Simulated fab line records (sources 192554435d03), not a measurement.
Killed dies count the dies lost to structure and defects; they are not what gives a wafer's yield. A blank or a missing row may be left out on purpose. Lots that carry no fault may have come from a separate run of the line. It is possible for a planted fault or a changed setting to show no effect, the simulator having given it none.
A lot that was struck, set against a sound lot / flow n5 finfet / 15 steps out of a route of 1938
Sound: the wafers L242.3, L242.4, L242.6. Struck: wafers L246.4, L246.6. (L246.5 of the same lot was not struck and is left out.) The cause comes at the end.
Order at every step that has rows: each side's tool, ch and its chambers, its first start. Under that, the readings that differ: sound wafers / struck wafers / difference of the means / sigmas: that difference in standard deviations of wafers without a fault.
alike: readings whose means differ by less than 2 such deviations, and words and numbers that are the same on both sides. not compared: withheld readings, readings that some wafer has no value for, bounds like >300 that may hide the same value, and numbers for which the record gives no deviation and whose values overlap.
Wherever a step has rows on one side only, a row that says differs or no value, or a row with sigmas, the two part there. Numbers that have no deviation but don't overlap get no sigmas and don't part them. A reading missing from all wafers of one side parts the sides only when that side holds two or more wafers.

first, 5 steps without rows for these wafers: N5_BEOL_M11_EBR_24; N5_BEOL_M11_SOFTBAKE_23 (time 60 s); N5_BEOL_M11_EXPOSE_25 (exposes mask V10); N5_BEOL_M11_PEB_26 (peb time 60 s); N5_BEOL_M11_DEVELOP_27 (develop time 30 s).
N5_BEOL_M11_CD_MEAS_28: the cd target is 70 nm.
  sound on cd sem-01 ch 0, day 10 23:01; struck on cd sem-03 ch 0, day 12 21:36
reading=cd nm (nm); sound=68.6 67.7 69.4; struck=70.2 71.9; difference=+2.5; sigmas=+2
N5_BEOL_M11_OVL_MEAS_29:
  sound on overlay-02 ch 0, day 10 23:02; struck on overlay-01 ch 0, day 12 21:38
  alike: V10_OVL
N5_BEOL_M11_INSPECT_30: inspects for defects (brightfield).
  sound on defect inspect-02 at day 10 23:04; struck on defect inspect-01 at day 12 21:39
  alike: raw defect count
N5_BEOL_M11_DESCUM_33: chemistry O2, time 7.9 s.
  sound on rie diel-02 ch 0,2,3, day 10 23:25; struck on rie diel-02 ch 2, day 12 22:04
  alike: drypump motor current A, oes product au, rf vpp V, showerhead plenum p Torr, throttle valve pct
  not compared: rf hours counter h
N5_BEOL_M11_ETCH_65: etches SiARC in CF4, target depth 39 nm, time 65 s.
  sound on rie diel-02 ch 0,2,3, day 10 23:28; struck on rie diel-02 ch 2, day 12 22:07
  alike: drypump motor current A, etch rf on time s, oes product au, rf vpp V, showerhead plenum p Torr, throttle valve pct
  not compared: rf hours counter h
N5_BEOL_M11_ETCH_66: etches SOC in N2/H2, target depth 120 nm, overetch 24 nm, time 180 s.
  sound on rie diel-02 ch 0,2,3, day 10 23:31; struck on rie diel-02 ch 2, day 12 22:14
  alike: drypump motor current A, oes product au, rf vpp V, run length s, showerhead plenum p Torr, throttle valve pct
  not compared: rf hours counter h
then, 1 step without rows for these wafers: N5_BEOL_M11_STRIP_69 (strips in N2/H2).
N5_BEOL_M11_VIA_ETCH_34: etches SiCOH lowk in C4F6/O2, target depth 184.5 nm, time 69.2 s.
  sound on rie diel-02 ch 0,2,3, day 10 23:38; struck on rie diel-02 ch 2, day 12 22:23
reading=run length s (s); sound=92.7 92.7 92.3; struck=98.4 98.0; difference=+5.6; sigmas=+17
reading=model.etch.depth nm (nm); sound=183.3 181.2 178.5; struck=196.5 197.4; difference=+15.9; sigmas=
reading=model.SOC_of_BEOL_M11_COAT_63.thk nm (nm); sound=92 92 92.4; struck=91 90.6; difference=-1; sigmas=
  alike: drypump motor current A, oes product au, rf vpp V, showerhead plenum p Torr, throttle valve pct
  not compared: rf hours counter h
then, 1 step without rows for these wafers: N5_BEOL_M11_STRIP_73 (strips in C4F6/O2).
N5_PASSIVATION_PROBE_49:
  sound on prober-01 at day 13 01:37; struck on prober-01 at day 14 19:26
  alike: defect limited yield, killed_at_M0_to_M3, killed_at_M4_up, killed at contacts, killed at front end, killed at other, killed dies, killed open, killed short, sort_bin_4_leakage, sort_bin_5_function, sort_bin_6_memory, sort n pass, sort yield pct

== WHERE THEY PART ==
At N5_BEOL_M11_CD_MEAS_28 first; at N5_BEOL_M11_VIA_ETCH_34 last (within this record only). Later steps at which nothing parts them and some readings are alike: N5_PASSIVATION_PROBE_49.

WHY: what had been put in by the simulator
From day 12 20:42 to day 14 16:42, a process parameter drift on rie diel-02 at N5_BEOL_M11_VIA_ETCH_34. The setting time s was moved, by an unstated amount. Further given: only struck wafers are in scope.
